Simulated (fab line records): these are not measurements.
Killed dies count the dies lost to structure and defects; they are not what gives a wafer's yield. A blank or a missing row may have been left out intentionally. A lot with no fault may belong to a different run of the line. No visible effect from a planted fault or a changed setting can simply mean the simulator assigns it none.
fab line records ; flow n5_finfet
record lots=4; wafers=11; last_day=17
route steps=1938 shown BEOL_M12@1627 BEOL_M13@1659 BEOL_M15@1830 PASSIVATION@1936
lots that met no fault: from a run of the same line without faults
start_h: hours from the record's opening day to when the first of the lot's shown wafers began ; wait_h: time in hours since the lot's previous step ; " identical to the entry in the row above ; L1.1+2: several wafers, shown together as one row ; - no value present, or no start provided ; * or withheld: withheld ; < > ~ a bound
route shown NAME@n: NAME is a module with steps in the file, n the number in the route of the first one ; usual: mean and standard deviation over wafers with no fault ; same: alike in all rows ; chamber/n: place in a boat ; sites: per-site readings ; _std_site: standard deviation of those values ; _edge_site: mean of outer sites minus mean of inner sites ; radius_mm: how far each site lies from the wafer's centre ; mask NAME#n: copy n ; behind: the most recent tool/chamber to have shaped the wafer ; hold: what put the lot on hold/how long, in hours/how the hold closed ; device: the n, p or np transistor that did not switch ; end of line: the route-end tests of the same wafers ; where a step has no rows: the recipe by itself ; killed: not the wafer's yield, but the dies lost to structure and defects at the first sort ; map: a wafer's dies, x killed, . not, _ none there
set.NAME: the setting as run; set.NAME@STEP: as run at that earlier step ; model.NAME: the simulator's own value behind a step, which no gauge read
certain route steps with their lots: each step a table, each wafer a row
services: from which hour (start_h, from the record's first day; less than 0 if before it) a tool's chamber was out of use, for how many hours, and why
## steps
# step N5_BEOL_M12_SOFTBAKE_23
# recipe temp_c=130; time_s=60
# step N5_BEOL_M12_EXPOSE_25
# recipe mask_id=M12; na=0.93; source_shape=conventional; sigma_outer=0.4; polarization=unpolarized; dose_mj=21.8
# step N5_BEOL_M12_PEB_26
# recipe peb_temp_c=130; peb_time_s=90
# step N5_BEOL_M12_DEVELOP_27
# recipe develop_time_s=45; rinse_liquid=diw; dry=air_spin; dev_temp_c=21
# step N5_BEOL_M12_HARDBAKE_32
# recipe temp_c=130; time_s=120
# step N5_BEOL_M12_DESCUM_33
# recipe chemistry=O2; time_s=7.9; source_power_w=50; bias_power_w=20; pressure_mtorr=20; rf_frequency_hz=2.712e+07; temp_c=40; o2_flow_sccm=225
# step N5_BEOL_M12_ETCH_67
# recipe chemistry=CF4; target=SiARC; target_depth_a=1430; time_s=238.3; ion_energy_ev=80; pressure_mtorr=40; source_w=545; bias_w=36; Ar_flow_sccm=100; cf4_flow_sccm=100; ends=cleared
# step N5_BEOL_M12_ETCH_68
# recipe chemistry=N2/H2; target=SOC; mask_material=SiARC; source_w=3000; bias_w=350; temp_c=40; time_s=285; ion_energy_ev=200; pressure_mtorr=30; n2_flow_sccm=200; h2_flow_sccm=200
# step N5_BEOL_M12_STRIP_69
# recipe chemistry=N2/H2; temp_c=40; n2_flow_sccm=200; h2_flow_sccm=200; rf_frequency_hz=6e+07
# step N5_BEOL_M12_TRENCH_ETCH_34
# recipe chemistry=C4F8/O2/Ar; target=SiOC; target_depth_a=3189.5; mask_material=SOC; pressure_mtorr=30; source_w=3000; bias_w=700; Ar_flow_sccm=400; C4F8_flow_sccm=15; O2_flow_sccm=8; he_inner_torr=15; he_outer_torr=30; time_s=125.5; ion_energy_ev=250
# usual C4F8_flow_sccm=15.00/0.049; drypump_motor_current_A=5.3/0.53; he_inner_torr=14.997/0.028; mfc_ar_sccm=400.0/1.1; oes_product_au=0.83/0.097; rf_vpp_V=665/3.3; showerhead_plenum_p_Torr=3.39/0.11; throttle_valve_pct=24.1/0.32
lot.wafer;tool;chamber;start_h;wait_h;C4F8_flow_sccm;drypump_motor_current_A;he_inner_torr;mfc_ar_sccm;oes_product_au;rf_hours_counter_h;rf_vpp_V;showerhead_plenum_p_Torr;throttle_valve_pct;model.etch.depth_nm
L402.1;rie_diel-01;0;231.81;0.0;14.87;4.9;15.015;400.7;0.90;32;662;3.37;24.2;321.5
L402.3;rie_diel-01;3;231.81;0.0;14.96;4.9;15.000;399.1;0.96;8;664;3.32;23.5;329.7
L402.5;rie_diel-01;3;231.81;0.0;14.95;4.9;15.031;400.3;0.96;-;665;3.32;23.6;327.2
L405.2;rie_diel-01;0;242.22;0.0;15.04;4.9;15.038;400.9;0.89;36;664;3.37;24.2;323.8
L405.5;rie_diel-01;3;242.22;0.0;15.05;4.9;15.012;400.8;0.95;-;664;3.32;23.6;287.3
L406.2;rie_diel-01;2;260.91;0.0;15.07;6.3;15.031;400.1;0.93;12;664;3.34;23.9;321.5
L406.3;rie_diel-01;1;260.91;0.0;15.01;4.7;15.014;399.5;0.70;229;668;3.51;24.4;316.5
L406.6;rie_diel-01;0;260.91;0.0;15.00;4.9;14.981;401.1;0.87;-;662;3.36;24.2;280.6
L424.3;rie_diel-04;0;365.45;0.0;14.99;5.5;14.993;398.1;0.86;61;663;3.33;24.4;317.2
L424.4;rie_diel-04;3;365.45;0.0;14.98;4.8;15.027;400.3;0.92;18;667;3.51;24.3;324.9
L424.5;rie_diel-04;1;365.45;0.0;14.93;5.4;14.958;402.1;0.81;-;671;3.55;23.9;313.6
# step N5_BEOL_M12_STRIP_70
# recipe chemistry=C4F8/O2/Ar; resist=SiARC; rf_frequency_hz=6e+07
# step N5_BEOL_M12_OCD_MEAS_35
# usual trench_depth_nm=319/6.1
lot.wafer;tool;chamber;start_h;wait_h;trench_depth_nm
L402.1;ocd-01;-;231.97;0.0;322
L402.3;ocd-01;-;231.97;0.0;330
L402.5;ocd-01;-;231.97;0.0;327
L405.2;ocd-02;-;242.37;0.0;323
L405.5;ocd-02;-;242.37;0.0;287
L406.2;ocd-01;-;261.06;0.0;322
L406.3;ocd-01;-;261.06;0.0;317
L406.6;ocd-01;-;261.06;0.0;280
L424.3;ocd-02;-;365.61;0.0;318
L424.4;ocd-02;-;365.61;0.0;325
L424.5;ocd-02;-;365.61;0.0;314
# step N5_BEOL_M12_STRIP_37
# recipe chemistry=N2/H2; power_w=1000; temp_c=250; h2_frac=0.65; overash_fraction=0.3; pressure_mtorr=withheld; n2_flow_sccm=1750; h2_flow_sccm=3250
# step N5_BEOL_M12_ETCH_38
# recipe chemistry=CF4/N2; target=SiCN; target_depth_a=687; taper_deg=2; time_s=73.4; ion_energy_ev=150; mask_material=SiO2; pressure_mtorr=40; source_w=430; bias_w=70; Ar_flow_sccm=100; cf4_flow_sccm=60; n2_flow_sccm=60
# step N5_BEOL_M12_PRECLEAN_39
# recipe chemistry=residue_remover; time_s=60; temp_c=40
# step N5_BEOL_M12_SRD_40
# recipe time_s=30; temp_c=23; rinse_liquid=diw; dry=n2_spin; spin_rpm=1500; dry_time_s=30
# step N5_BEOL_M12_DEGAS_41
# recipe ambient=vacuum; temp_c=250; time_s=60
# step N5_BEOL_M12_PRE_CLEAN_42
# recipe gas=H2/He; time_s=30; temp_c=250
# step N5_BEOL_M12_SPUTTER_43
# recipe material=TaN; target_thk_a=150; temp_c=50; bias_v=168.6; power_w=15000; chamber_pressure_pa=0.12; time_s=24.19
# step N5_BEOL_M12_SPUTTER_44
# recipe material=Ta; target_thk_a=100; temp_c=50; bias_v=80; power_w=15000; chamber_pressure_pa=0.07; time_s=16.13
# step N5_BEOL_M12_SPUTTER_45
# recipe material=Cu; target_thk_a=800; temp_c=-20; bias_v=60; power_w=26000; chamber_pressure_pa=0.13; time_s=13.33
# step N5_BEOL_M12_ECD_47
# recipe material=Cu; target_thk_a=7200
# step N5_BEOL_M12_ANNEAL_48
# recipe temp_c=225; time_s=90; ambient=N2
# step N5_BEOL_M12_CMP_49
# recipe stop_on=SiOC; t_overpolish_s=20.6; down_force_psi=1; platen_rpm=50; clearing_platen_down_force_psi=1.5; clearing_platen_rpm=50; post_cmp_clean=cu_alkaline; target_thk_nm=320; clearing_platen_pad_velocity_m_s=0.99484; pad_velocity_m_s=0.99484
# usual barrier_field_endpoint_s=30.7/1.1; motor_current_A=6.2/0.42; overpolish_run_s=20.600/0.0093; retaining_ring_pressure_frac=1.000/0.0051
lot.wafer;tool;chamber;start_h;wait_h;barrier_field_endpoint_s;motor_current_A;overpolish_run_s;retaining_ring_pressure_frac;model.Cu_of_BEOL_M12_ECD_47.thk_nm
L402.3;cmp-04;1;234.63;0.3;33.1;6.2;20.591;0.999;334.6
L402.1;cmp-04;3;234.63;0.3;32.9;5.9;20.593;1.000;323
L402.5;cmp-04;2;234.63;0.3;30.9;6.5;20.592;1.004;327.6
L405.2;cmp-04;1;248.29;0.2;32.6;6.7;20.595;1.001;327.2
L405.5;cmp-04;0;248.29;0.2;31.2;5.9;20.608;0.997;288.2
L406.2;cmp-02;3;263.66;0.2;29.8;5.8;20.611;0.997;321.6
L406.3;cmp-02;1;263.66;0.2;31.1;6.5;20.597;1.000;320.4
L406.6;cmp-02;0;263.66;0.2;29.6;6.1;20.588;1.003;282.2
L424.4;cmp-04;0;368.49;0.2;29.8;6.1;20.606;0.996;325
L424.3;cmp-04;1;368.49;0.2;31.9;6.0;20.603;1.003;319.6
L424.5;cmp-04;2;368.49;0.2;28.0;6.7;20.615;0.996;311.8
# step N5_BEOL_M12_THK_MEAS_50
# recipe thk_meas_gauge=xrf; reads=Cu_of_BEOL_M12_ECD_47
# usual M12_THK=324/6.8
lot.wafer;tool;chamber;start_h;wait_h;M12_THK[nm]
L402.1;film_metro-01;-;234.92;-;327
L402.3;film_metro-01;-;234.92;-;338
L402.5;film_metro-01;-;234.92;-;332
L405.2;film_metro-01;-;248.54;-;333
L405.5;film_metro-01;-;248.54;-;293
L406.2;film_metro-01;-;263.96;-;326
L406.3;film_metro-01;-;263.96;-;322
L406.6;film_metro-01;-;263.96;-;284
L424.3;film_metro-01;-;368.71;-;323
L424.4;film_metro-01;-;368.71;-;330
L424.5;film_metro-01;-;368.71;-;317
# step N5_BEOL_M12_PRE_CLEAN_52
# recipe gas=NH3; time_s=15; temp_c=withheld; rf_power_w=300
# step N5_BEOL_M12_DEP_53
# recipe material=SiCN; target_thk_a=300; temp_c=withheld; precursor=3MS/NH3; pressure_torr=3; rf_w=675; time_s=10.5
# step N5_BEOL_M12_RS_MEAS_54
# recipe thk_meas_gauge=four-point-probe; reads=Cu_of_BEOL_M12_ECD_47+Ta_of_BEOL_M12_SPUTTER_44+TaN_of_BEOL_M12_SPUTTER_43
# usual M12_RS=0.0599/0.0012
lot.wafer;tool;chamber;start_h;wait_h;M12_RS[ohm/sq]
L402.1;film_metro-01;-;235.05;0.0;0.0594
L402.3;film_metro-01;-;235.05;0.0;0.0573
L402.5;film_metro-01;-;235.05;0.0;0.0586
L405.2;film_metro-01;-;248.67;0.0;0.0585
L405.5;film_metro-01;-;248.67;0.0;0.0667
L406.2;film_metro-01;-;264.35;0.3;0.0596
L406.3;film_metro-01;-;264.35;0.3;0.0599
L406.6;film_metro-01;-;264.35;0.3;0.0684
L424.3;film_metro-02;-;368.83;0.0;0.0600
L424.4;film_metro-02;-;368.83;0.0;0.0589
L424.5;film_metro-02;-;368.83;0.0;0.0617
# step N5_BEOL_M13_ILD_DEP_00
# recipe material=SiOC; target_thk_a=8379.2; temp_c=350; precursor=DEMS/O2; pressure_torr=5; rf_w=500; time_s=166.4
# step N5_BEOL_M13_COAT_58
# recipe resist=BARC; temp_c=205; time_s=60; spin_rpm=1500; resist_thk_nm=89
# step N5_BEOL_M13_COAT_04
# recipe spin_rpm=1625; resist_thk_nm=400
# step N5_BEOL_M13_EBR_06
# recipe solvent=PGMEA; ebr_width_mm=1.5
# step N5_BEOL_M13_SOFTBAKE_05
# recipe temp_c=130; time_s=60
# step N5_BEOL_M13_EXPOSE_07
# recipe mask_id=V12; na=0.93; source_shape=conventional; sigma_outer=0.6; polarization=unpolarized; attpsm_phase_deg=180; dose_mj=24.8
# step N5_BEOL_M13_PEB_08
# recipe peb_temp_c=130; peb_time_s=90
# step N5_BEOL_M13_DEVELOP_09
# recipe develop_time_s=45; rinse_liquid=diw; dry=air_spin; dev_temp_c=21
# step N5_BEOL_M13_HARDBAKE_14
# recipe temp_c=130; time_s=120
# step N5_BEOL_M15_RC_MEAS_101
# usual COMB_M10=1.5e-11/3.5e-12; COMB_M11=1.4e-11/2.8e-12; COMB_M12=6.1e-12/1.3e-12; COMB_M13=4.9e-12/1.2e-12; COMB_M14=3.8e-12/8.8e-13; COMB_M15=2.6e-12/7.2e-13; COMB_M15_max_site=3.6e-12/9.7e-13; COMB_M5=3.7e-11/8e-12; COMB_M6=2.6e-11/5.5e-12; COMB_M7=2.5e-11/5.9e-12; COMB_M8=2.6e-11/4.9e-12; COMB_M9=1.5e-11/3.3e-12; COMB_M9_max_site=2.1e-11/5e-12; SERP_M10=3.07/0.11; SERP_M11=3.08/0.092; SERP_M12=0.632/0.019; SERP_M12_max_site=0.646/0.02; SERP_M13=0.307/0.0095; SERP_M14=0.162/0.004; SERP_M5=38.4/1.9; SERP_M5_max_site=40.0/2.2; SERP_M6=13.8/0.65; SERP_M7=13.7/0.68; SERP_M8=13.6/0.69; SERP_M9=3.07/0.12
lot.wafer;tool;chamber;start_h;wait_h;COMB_M10[S/m];COMB_M11[S/m];COMB_M12[S/m];COMB_M13[S/m];COMB_M14[S/m];COMB_M15[S/m];COMB_M15_max_site[S/m];COMB_M5[S/m];COMB_M6[S/m];COMB_M7[S/m];COMB_M8[S/m];COMB_M9[S/m];COMB_M9_max_site[S/m];SERP_M10[ohm/um];SERP_M11[ohm/um];SERP_M12[ohm/um];SERP_M12_max_site[ohm/um];SERP_M13[ohm/um];SERP_M14[ohm/um];SERP_M5[ohm/um];SERP_M5_max_site[ohm/um];SERP_M6[ohm/um];SERP_M7[ohm/um];SERP_M8[ohm/um];SERP_M9[ohm/um]
L402.1;prober-02;0;256.13;0.0;1.7e-11;1.41e-11;5.4e-12;5.2e-12;4e-12;3.2e-12;3.9e-12;3.4e-11;3e-11;2.5e-11;2.4e-11;1.2e-11;2.1e-11;3.07;3.11;0.624;0.635;0.303;0.162;38.4;39.2;14.0;13.3;13.4;3.26
L402.3;prober-02;0;256.13;0.0;1.8e-11;1.23e-11;7.1e-12;5.2e-12;3.4e-12;3e-12;3.4e-12;4.7e-11;2.1e-11;2.3e-11;2.5e-11;1e-11;1.5e-11;3.22;3.10;0.600;0.608;0.309;0.162;43.9;45.5;14.4;14.1;12.7;3.29
L402.5;prober-02;0;256.13;0.0;1.4e-11;1.69e-11;4.4e-12;7.8e-12;3.3e-12;3.8e-12;4.7e-12;4.4e-11;2.7e-11;2.8e-11;2.2e-11;2.1e-11;3e-11;3.09;3.09;0.632;0.643;0.309;0.163;41.2;42.6;12.5;13.8;12.4;3.26
L405.2;prober-02;0;268.13;0.2;1.4e-11;1.74e-11;6.1e-12;9.7e-12;4.4e-12;3e-12;4.6e-12;5.4e-11;3.1e-11;3.1e-11;2.3e-11;1.2e-11;1.6e-11;2.88;3.03;0.607;0.631;0.312;0.162;41.5;43.8;13.3;13.1;13.3;3.08
L405.5;prober-02;0;268.13;0.2;1.6e-11;1.45e-11;5.7e-12;6.9e-12;5.5e-12;3.2e-12;4e-12;5.6e-11;3.4e-11;2.5e-11;2e-11;1.2e-11;2.1e-11;3.00;2.99;0.725;0.742;0.314;0.160;35.4;36.1;13.1;13.9;13.0;3.06
L406.2;prober-01;0;280.91;0.2;1.4e-11;1.65e-11;6e-12;4e-12;4e-12;2.6e-12;3.9e-12;3e-11;3e-11;2.2e-11;2e-11;1.5e-11;2.1e-11;3.29;3.06;0.627;0.633;0.316;0.162;38.7;40.3;13.5;13.6;13.3;3.13
L406.3;prober-01;0;280.91;0.2;8e-12;1.51e-11;4.9e-12;3.3e-12;3.4e-12;3.6e-12;4.8e-12;4.2e-11;2.4e-11;2.5e-11;2.4e-11;1.8e-11;2.7e-11;3.02;3.16;0.645;0.666;0.315;0.157;39.8;41.0;13.4;13.2;13.2;3.08
L406.6;prober-01;0;280.91;0.2;9e-12;1.06e-11;6.1e-12;4.3e-12;3.8e-12;2.7e-12;3e-12;4.4e-11;1.7e-11;2.1e-11;2.4e-11;1.6e-11;2.2e-11;3.04;3.00;0.722;0.746;0.317;0.160;39.9;41.9;14.7;13.4;13.1;3.08
L424.3;prober-02;0;391.24;0.3;1.3e-11;1.38e-11;8.6e-12;5.3e-12;3.7e-12;3.5e-12;5.1e-12;4.6e-11;2e-11;2.4e-11;2.9e-11;2e-11;2.3e-11;3.34;3.29;0.597;0.600;0.291;0.158;39.5;40.0;14.1;12.9;12.5;3.19
L424.4;prober-02;0;391.24;0.3;1.5e-11;1.28e-11;6.5e-12;6.4e-12;4.8e-12;3.3e-12;3.8e-12;6.6e-11;2.5e-11;4.7e-11;1.8e-11;1.3e-11;1.8e-11;3.08;3.21;0.589;0.601;0.307;0.163;37.3;38.3;12.9;12.8;12.6;3.03
L424.5;prober-02;0;391.24;0.3;1.6e-11;1.19e-11;9e-12;6.6e-12;3.2e-12;2.7e-12;4.4e-12;4.1e-11;4e-11;3.5e-11;2e-11;3e-11;3.6e-11;3.03;3.20;0.623;0.641;0.285;0.159;38.1;39.1;13.6;13.9;11.9;2.95
# sites SERP_M12 radius_mm=0,75,75,75,75,140,140,140,140
L402.1 0.611 0.615 0.624 0.615 0.600 0.635 0.629 0.628 0.630
L405.2 0.607 0.598 0.611 0.614 0.605 0.605 0.631 0.613 0.604
L406.2 0.615 0.618 0.624 0.627 0.630 0.624 0.633 0.633 0.631
L424.3 0.597 0.600 0.598 0.599 0.594 0.589 0.588 0.581 0.597
# step N5_PASSIVATION_PROBE_49
# usual defect_limited_yield=91.1/1.5; killed_at_M0_to_M3=35/11; killed_at_M4_up=13/5.7; killed_at_contacts=12/5.7; killed_at_front_end=40/11; killed_at_other=4/4.4; killed_dies=105/18; killed_open=68/14; killed_short=34/7.4; sort_bin_4_leakage=0.00/0.011; sort_bin_5_function=5.2/1; sort_bin_6_memory=3.3/0.67; sort_n_pass=1074/18; sort_yield_pct=91.0/1.5
# same gross_dies=1180; killed_at_back_side=0; sort_bin_8_speed[%]=0
lot.wafer;tool;chamber;start_h;wait_h;defect_limited_yield[%];killed_at_M0_to_M3;killed_at_M4_up;killed_at_contacts;killed_at_front_end;killed_at_other;killed_dies;killed_open;killed_short;sort_bin_4_leakage[%];sort_bin_5_function[%];sort_bin_6_memory[%];sort_n_pass;sort_yield_pct[%]
L405.2;prober-01;-;282.19;0.1;89.4;34;20;19;49;3;125;80;42;0;5.3;4.7;1055;89.4
L405.5;prober-01;-;282.34;0.2;90.4;25;15;14;56;3;113;71;36;0;5.6;3.6;1067;90.4
# killed by level:class
L405.2 MOL_CONTACT_COAG:geometric_particle:open=14 FIN_SAQP:geometric_particle:short=11 STI_FIN_REVEAL:geometric_particle:open=11 BEOL_M1:geometric_particle:open=10 BEOL_M0_SAQP:geometric_particle:open=7 BEOL_M4:geometric_particle:open=7 BEOL_M0_SAQP:geometric_particle:short=6 MOL_CONTACT_COAG:geometric_particle:short=5
L405.5 STI_FIN_REVEAL:geometric_particle:open=15 MOL_CONTACT_COAG:geometric_particle:open=10 FIN_SAQP:geometric_particle:open=9 FIN_SAQP:geometric_particle:short=7 STI_FIN_REVEAL:geometric_particle:short=6 DUMMY_GATE:geometric_particle:open=6 BEOL_M3:geometric_particle:open=6 BEOL_M1:geometric_particle:open=5
## services
tool;chamber;start_h;hours;kind
rie_diel-01;2;212.78;-;clean
rie_diel-01;2;212.78;-;consumable_replace:focus_ring
rie_diel-01;2;212.78;15.4;scheduled_down
rie_diel-01;2;212.78;15.4;vent_cycle
cmp-02;-;230.18;2.6;repair
cmp-04;-;231.46;1.4;repair
rie_diel-04;-;235.24;2.8;pm
rie_diel-04;-;240.99;2.6;repair
rie_diel-01;0;269.87;1.4;repair
cmp-02;-;277.69;4.0;pm
cmp-02;-;281.69;-;consumable_replace:conditioner
cmp-02;-;281.69;-;consumable_replace:pad
cmp-02;-;286.86;1.4;repair
cmp-04;-;293.85;7.3;pm
cmp-04;-;306.09;0.8;repair
cmp-04;-;307.92;2.7;repair
rie_diel-01;1;317.11;-;clean
rie_diel-01;1;317.11;-;consumable_replace:focus_ring
rie_diel-01;1;317.11;17.8;scheduled_down
rie_diel-01;1;317.11;17.8;vent_cycle
rie_diel-04;2;320.59;4.6;repair
cmp-02;-;329.99;1.7;repair
rie_diel-01;1;350.04;2.2;repair
cmp-04;-;353.65;5.0;repair
## key
first_sign step=N5_BEOL_M12_OCD_MEAS_35; reading=trench_depth_nm; direction=down; sigmas=5.8; usual=319; struck=284
effect step=N5_BEOL_M12_THK_MEAS_50; reading=M12_THK; direction=down; sigmas=5.2; usual=324; struck=289
effect step=N5_BEOL_M12_RS_MEAS_54; reading=M12_RS; direction=up; sigmas=6.1; usual=0.0599; struck=0.0675
effect step=N5_BEOL_M15_RC_MEAS_101; reading=SERP_M12; direction=up; sigmas=4.7; usual=0.632; struck=0.723
model_effect step=N5_BEOL_M12_TRENCH_ETCH_34; value=etch.depth_nm; without=323.9; struck=284
model_effect step=N5_BEOL_M12_CMP_49; value=Cu_of_BEOL_M12_ECD_47.thk_nm; without=325.1; struck=285.2
met_at N5_BEOL_M12_TRENCH_ETCH_34
struck_wafers L405.5,L406.6
onset_between 231.81 242.22
fault kind=process_parameter_drift; tool=rie_diel-01; chamber=-; onset_h=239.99; steps=N5_BEOL_M12_TRENCH_ETCH_34; channel=time_s; offset=*; shape=step; end_h=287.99; scope=struck_wafers_only; acts_in=*; stated=*
